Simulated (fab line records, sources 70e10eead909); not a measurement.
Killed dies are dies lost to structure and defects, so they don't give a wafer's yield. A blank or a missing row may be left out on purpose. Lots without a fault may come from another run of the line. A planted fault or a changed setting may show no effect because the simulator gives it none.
Which tool did it? | flow nand_harc | 24 lots, 72 wafers sampled, at 5 steps of a route of 1159

WHAT THE GAUGES READ, wafer by wafer
NHARC_P_GATE_CD_MEAS_91: target cd 2000 nm.
lot  | measured     | on        | cd_nm (nm)
L074 | day 5 08:53  | cd_sem-02 | 2000.5 1999.4 1998.1
L075 | day 5 16:53  | cd_sem-03 | 1999.9 2002.1 2000.4
L076 | day 5 23:30  | cd_sem-01 | 2001.0 1999.5 2000.2
L078 | day 6 04:55  | cd_sem-02 | 2000.0 2000.3 2000.6
L077 | day 6 05:06  | cd_sem-02 | 2001.9 2000.0 2000.3
L079 | day 6 21:31  | cd_sem-01 | 1999.6 2001.0 2000.3
L080 | day 6 22:07  | cd_sem-01 | 2001.0 2001.6 2000.8
L081 | day 7 05:52  | cd_sem-01 | 1999.3 2000.2 2001.0
L083 | day 7 21:50  | cd_sem-01 | 2001.2 2002.3 2002.1
L082 | day 7 22:01  | cd_sem-01 | 2002.5 2001.3 2000.0
L084 | day 8 03:02  | cd_sem-02 | 2000.4 1999.4 2002.0
L085 | day 8 14:14  | cd_sem-03 | 1999.8 2000.1 2000.9
L086 | day 8 14:59  | cd_sem-01 | 2000.9 1999.4 1999.3
L088 | day 8 21:18  | cd_sem-01 | 1999.6 1999.8 1998.6
L087 | day 8 21:48  | cd_sem-01 | 2002.4 2000.8 2001.6
L089 | day 9 15:51  | cd_sem-02 | 1999.7 2000.2 1999.8
L090 | day 9 16:23  | cd_sem-01 | 1999.6 2000.1 1997.5
L092 | day 9 19:59  | cd_sem-03 | 2000.2 1998.2 2000.0
L091 | day 9 22:05  | cd_sem-03 | 1999.5 1998.3 1998.6
L093 | day 10 01:08 | cd_sem-02 | 2001.0 1998.7 2000.4
L094 | day 10 09:40 | cd_sem-03 | 2001.5 1999.6 1998.9
L095 | day 10 16:01 | cd_sem-01 | 1999.0 1999.2 1999.9
L096 | day 10 17:58 | cd_sem-01 | 2001.1 1999.7 1999.4
L097 | day 10 21:44 | cd_sem-03 | 1998.2 1999.3 1999.7

NHARC_P_M1_OVL_MEAS_10: pitch 260 nm.
lot  | measured     | on         | overlay_x_nm (nm) | overlay_y_nm (nm)
L074 | day 6 01:38  | overlay-02 | 1.4 0.6 0.9       | 0.5 -0.2 -0.6
L075 | day 6 11:14  | overlay-02 | 0.7 0.2 0.2       | 0.9 0.5 1.1
L076 | day 6 16:02  | overlay-01 | -0.1 -1.0 -1.2    | -0.1 0.2 -0.2
L078 | day 6 17:58  | overlay-01 | -0.4 -0.5 -0.4    | -0.8 -0.3 -1.6
L077 | day 6 18:47  | overlay-02 | -0.1 -0.2 -0.1    | -0.1 0.1 -0.7
L079 | day 7 14:43  | overlay-02 | -1.3 -0.8 -0.3    | 0.3 0.2 0.4
L080 | day 7 15:14  | overlay-01 | 0.0 -0.5 0.4      | -0.5 0.1 -0.2
L081 | day 7 19:43  | overlay-01 | -0.5 -0.1 -0.5    | -0.1 0.6 0.0
L083 | day 8 11:05  | overlay-01 | 0.4 0.1 0.2       | -2.0 -1.5 -1.9
L082 | day 8 11:15  | overlay-02 | 0.1 0.3 -0.4      | -0.3 -0.1 0.1
L084 | day 8 20:59  | overlay-02 | -0.2 -0.5 -0.4    | 1.0 0.6 0.8
L085 | day 9 03:38  | overlay-02 | -1.2 -1.3 -1.7    | 0.0 -0.6 -0.8
L086 | day 9 04:25  | overlay-02 | -0.2 -0.6 -0.4    | 1.9 0.6 1.3
L088 | day 9 17:13  | overlay-02 | -1.6 -1.4 -1.0    | 0.0 0.2 0.3
L087 | day 9 17:58  | overlay-01 | 1.6 1.3 0.9       | -0.4 -0.4 -0.9
L089 | day 10 05:55 | overlay-02 | 0.2 0.5 0.5       | -1.8 -0.9 -1.3
L090 | day 10 07:16 | overlay-02 | 1.3 1.2 1.9       | 0.9 1.2 0.3
L092 | day 10 12:31 | overlay-01 | 0.4 0.9 1.0       | 0.8 0.1 0.2
L091 | day 10 15:56 | overlay-01 | 0.0 0.3 0.3       | 0.2 0.9 0.1
L093 | day 10 18:07 | overlay-01 | 0.0 -0.3 -0.2     | 0.9 -0.1 0.5
L094 | day 11 02:40 | overlay-01 | -2.1 -2.1 -1.2    | 0.5 0.3 0.4
L095 | day 11 05:17 | overlay-02 | -0.1 0.0 0.1      | -0.1 -0.5 -0.1
L096 | day 11 09:01 | overlay-01 | -0.2 -0.5 -0.6    | 0.6 0.7 -0.1
L097 | day 11 13:49 | overlay-01 | -0.2 0.0 0.0      | 0.8 0.8 0.9

NHARC_P_M1_THK_MEAS_24: measures by xrf.
lot  | measured     | on            | thk_nm (nm)
L074 | day 6 04:11  | film_metro-01 | 157.0 156.7 157.9
L075 | day 6 13:50  | film_metro-01 | 161.4 158.4 160.1
L076 | day 6 18:37  | film_metro-02 | 160.4 157.7 157.9
L078 | day 6 20:32  | film_metro-02 | 157.5 158.1 159.3
L077 | day 6 21:22  | film_metro-01 | 159.6 159.2 159.4
L079 | day 7 17:16  | film_metro-01 | 155.3 154.9 157.3
L080 | day 7 17:46  | film_metro-01 | 157.8 158.5 158.6
L081 | day 7 22:30  | film_metro-02 | 159.2 159.2 158.5
L083 | day 8 13:37  | film_metro-01 | 158.1 158.7 158.8
L082 | day 8 13:55  | film_metro-02 | 156.7 155.8 156.4
L084 | day 8 23:31  | film_metro-02 | 158.2 156.1 157.3
L085 | day 9 06:12  | film_metro-01 | 161.1 160.5 158.1
L086 | day 9 07:23  | film_metro-02 | 157.8 158.1 157.2
L088 | day 9 20:13  | film_metro-02 | 159.4 158.7 158.7
L087 | day 9 20:32  | film_metro-02 | 159.5 159.0 159.0
L089 | day 10 08:29 | film_metro-02 | 157.8 156.1 156.6
L090 | day 10 09:50 | film_metro-01 | 159.5 157.3 157.1
L092 | day 10 15:02 | film_metro-01 | 156.8 157.5 158.4
L091 | day 10 18:28 | film_metro-01 | 156.1 158.5 155.4
L093 | day 10 20:37 | film_metro-02 | 157.1 157.1 158.1
L094 | day 11 05:11 | film_metro-01 | 157.2 157.3 159.1
L095 | day 11 07:50 | film_metro-01 | 157.3 160.9 157.8
L096 | day 11 11:40 | film_metro-01 | 159.6 158.6 157.6
L097 | day 11 16:20 | film_metro-02 | 158.8 157.2 156.4

WHICH TOOL RAN EACH LOT (tool, then ch and the chambers of the sampled wafers, then the start)
lot  | NHARC_P_M0_DEGAS_28          | NHARC_P_M1_DESCUM_14
L074 | pvd_sputter-01, day 5 22:38  | rie_diel-05 ch 2,3, day 6 01:44
L075 | pvd_sputter-02, day 6 08:19  | rie_diel-05 ch 0,1,3, day 6 11:21
L076 | pvd_sputter-01, day 6 13:09  | rie_diel-05 ch 0,1,2, day 6 16:09
L078 | pvd_sputter-02, day 6 15:00  | rie_diel-02 ch 0,1,2, day 6 18:04
L077 | pvd_sputter-01, day 6 15:41  | rie_diel-05 ch 0,1,2, day 6 18:53
L079 | pvd_sputter-02, day 7 11:38  | rie_diel-05 ch 1,2,3, day 7 14:50
L080 | pvd_sputter-02, day 7 12:16  | rie_diel-05 ch 0,2,3, day 7 15:22
L081 | pvd_sputter-02, day 7 16:40  | rie_diel-10 ch 0,3, day 7 19:49
L083 | pvd_sputter-03, day 8 08:04  | rie_diel-02 ch 1,2, day 8 11:11
L082 | pvd_sputter-02, day 8 08:11  | rie_diel-05 ch 0,1, day 8 11:21
L084 | pvd_sputter-02, day 8 17:54  | rie_diel-05 ch 0,1,2, day 8 21:05
L085 | pvd_sputter-02, day 9 00:31  | rie_diel-02 ch 1,2,3, day 9 03:44
L086 | pvd_sputter-02, day 9 01:20  | rie_diel-05 ch 0,1,2, day 9 04:31
L088 | pvd_sputter-03, day 9 14:15  | rie_diel-02 ch 1,2,3, day 9 17:19
L087 | pvd_sputter-01, day 9 14:55  | rie_diel-10 ch 1,2,3, day 9 18:05
L089 | pvd_sputter-01, day 10 02:52 | rie_diel-10 ch 1,2,3, day 10 06:01
L090 | pvd_sputter-01, day 10 03:17 | rie_diel-05 ch 1,3, day 10 07:22
L092 | pvd_sputter-01, day 10 09:29 | rie_diel-10 ch 0,1,3, day 10 12:37
L091 | pvd_sputter-02, day 10 12:50 | rie_diel-10 ch 0,1,3, day 10 16:04
L093 | pvd_sputter-03, day 10 15:02 | rie_diel-02 ch 0,1,2, day 10 18:13
L094 | pvd_sputter-03, day 10 23:37 | rie_diel-10 ch 0,1, day 11 02:46
L095 | pvd_sputter-03, day 11 02:06 | rie_diel-10 ch 0,2, day 11 05:23
L096 | pvd_sputter-03, day 11 04:02 | rie_diel-05 ch 0,2, day 11 09:07
L097 | pvd_sputter-02, day 11 10:27 | rie_diel-05 ch 0,1,2, day 11 13:55
- NHARC_P_M0_DEGAS_28: time 60 s.
- NHARC_P_M1_DESCUM_14: chemistry O2, time 3 s.

WHAT THE TOOLS THEMSELVES READ (means of the sampled wafers that have a number; where no wafer has one, the mark that the record gives instead)
NHARC_P_M0_DEGAS_28.
lot  | tool           | heater_power_w (W)
L074 | pvd_sputter-01 | 313
L075 | pvd_sputter-02 | 360
L076 | pvd_sputter-01 | 316
L078 | pvd_sputter-02 | 347
L077 | pvd_sputter-01 | 327
L079 | pvd_sputter-02 | 339
L080 | pvd_sputter-02 | 353
L081 | pvd_sputter-02 | 338
L083 | pvd_sputter-03 | 348
L082 | pvd_sputter-02 | 370
L084 | pvd_sputter-02 | 334
L085 | pvd_sputter-02 | 348
L086 | pvd_sputter-02 | 365
L088 | pvd_sputter-03 | 330
L087 | pvd_sputter-01 | 340
L089 | pvd_sputter-01 | 330
L090 | pvd_sputter-01 | 339
L092 | pvd_sputter-01 | 331
L091 | pvd_sputter-02 | 363
L093 | pvd_sputter-03 | 355
L094 | pvd_sputter-03 | 352
L095 | pvd_sputter-03 | 348
L096 | pvd_sputter-03 | 347
L097 | pvd_sputter-02 | 356

NHARC_P_M1_DESCUM_14.
lot  | tool        | drypump_motor_current_A (A) | oes_product_au (a.u.) | rf_vpp_V (V) | showerhead_plenum_p_Torr (Torr) | throttle_valve_pct (%)
L074 | rie_diel-05 | 5.4                         | 1.002                 | 58.1         | 1.87                            | 11.306
L075 | rie_diel-05 | 6.0                         | 1.009                 | 57.4         | 1.93                            | 11.313
L076 | rie_diel-05 | 6.1                         | 1.000                 | 57.7         | 1.90                            | 11.308
L078 | rie_diel-02 | 5.7                         | 0.990                 | 57.9         | 1.93                            | 11.311
L077 | rie_diel-05 | 6.1                         | 1.002                 | 57.4         | 1.90                            | 11.315
L079 | rie_diel-05 | 5.7                         | 1.005                 | 58.0         | 1.85                            | 11.315
L080 | rie_diel-05 | 5.8                         | 1.008                 | 57.7         | 1.92                            | 11.312
L081 | rie_diel-10 | 5.3                         | 0.990                 | 57.1         | 1.85                            | 11.306
L083 | rie_diel-02 | 5.7                         | 0.996                 | 58.6         | 1.95                            | 11.315
L082 | rie_diel-05 | 6.2                         | 0.997                 | 57.7         | 1.91                            | 11.314
L084 | rie_diel-05 | 6.1                         | 1.006                 | 57.7         | 1.90                            | 11.315
L085 | rie_diel-02 | 5.5                         | 1.006                 | 57.7         | 1.90                            | 11.304
L086 | rie_diel-05 | 6.1                         | 1.008                 | 57.8         | 1.90                            | 11.311
L088 | rie_diel-02 | 5.5                         | 1.006                 | 58.2         | 1.90                            | 11.308
L087 | rie_diel-10 | 5.2                         | 0.992                 | 57.4         | 1.80                            | 11.307
L089 | rie_diel-10 | 5.2                         | 0.991                 | 57.7         | 1.80                            | 11.307
L090 | rie_diel-05 | 5.5                         | 0.999                 | 58.0         | 1.88                            | 11.303
L092 | rie_diel-10 | 5.2                         | 1.001                 | 56.1         | 1.85                            | 11.305
L091 | rie_diel-10 | 5.2                         | 0.996                 | 57.9         | 1.85                            | 11.308
L093 | rie_diel-02 | 5.7                         | 0.996                 | 57.9         | 1.93                            | 11.304
L094 | rie_diel-10 | 5.0                         | 0.999                 | 58.1         | 1.85                            | 11.310
L095 | rie_diel-10 | 5.6                         | 0.992                 | 57.2         | 1.91                            | 11.314
L096 | rie_diel-05 | 6.2                         | 1.005                 | 57.3         | 1.97                            | 11.323
L097 | rie_diel-05 | 6.1                         | 1.006                 | 57.8         | 1.90                            | 11.309

THE ANSWER, worked out from the rows above alone
Rule: what is usual is taken from the lots themselves. Put in order of their means at a reading, lots are off if they are a third of the lots or fewer, leave a main group of 4 or more, and stand apart from it by a gap of 3 or more times the standard deviation of the main group's means; of several such gaps the widest counts. A main group whose means are all the same, to the digits that the tables above print for the reading, isn't used. A lot without any number at a reading at which 4 lots or more have one is off too. The other lots that the step has rows for count as sound. The gauges are gone through in route order, then the tools' own readings, and for those a lot's mean is taken as printed above. The first step at which some lot is off is used, and at that step the reading that is off furthest; a lot without a number counts as furthest.
No lot is off at any reading shown: from this, nothing can be told.

WHAT THE SIMULATOR HAD PUT IN
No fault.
